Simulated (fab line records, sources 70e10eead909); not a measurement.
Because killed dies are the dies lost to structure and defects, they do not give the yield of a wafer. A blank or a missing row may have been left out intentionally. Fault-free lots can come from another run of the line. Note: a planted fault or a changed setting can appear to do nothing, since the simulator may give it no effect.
Chamber matching + flow nandHarc + 4 sister chambers for NHARC_A_WL_FILL_ALD_00 on aldHk-03
The step deposits Al2O3, target thk 3 nm, pulse time 3 s, ald cycles 30. 4 wafers are shown with their chamber, then 9 later ones without.

## EACH WAFER AND ITS CHAMBER
| wafer  | chamber | heaterPowerW (W) |
|--------|---------|------------------|
| L091.3 | 2       | 540              |
| L091.1 | 1       | 420              |
| L091.2 | 3       | 474              |
| L091.5 | 0       | 486              |

## WAFERS WHOSE CHAMBER IS MISSING
| wafer  | heaterPowerW (W) |
|--------|------------------|
| L093.1 | 426              |
| L093.3 | 471              |
| L093.6 | 419              |
| L095.1 | 484              |
| L095.3 | 474              |
| L095.6 | 425              |
| L097.1 | 426              |
| L097.3 | 485              |
| L097.5 | 468              |

## THE CHAMBER EACH PASSED THROUGH
| wafer  | from the rows above     | in truth |
|--------|-------------------------|----------|
| L093.1 | 1                       | 1        |
| L093.3 | 3                       | 3        |
| L093.6 | 1                       | 1        |
| L095.1 | can't be placed: 0 or 3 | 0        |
| L095.3 | 3                       | 3        |
| L095.6 | 1                       | 1        |
| L097.1 | 1                       | 1        |
| L097.3 | 0                       | 0        |
| L097.5 | 3                       | 3        |
Correct placement for 8 of the 9. Not placeable from these rows: 1 (in 1, the candidates include the true chamber). Number placed wrongly: 0.
How it was worked out, from the rows above alone: a wafer's distance from a chamber is the root of the sum, over the readings, of the square of ((its reading less the chamber's mean) divided by the reading's scatter). If the next closest chamber is less than 2 further off than the closest, the wafer can't be placed; otherwise it belongs to the closest. A chamber's mean is the mean of its shown wafers. The scatter: with one shown wafer a chamber, the root of the mean of the squares of how far each hidden wafer lies from its nearest shown one.
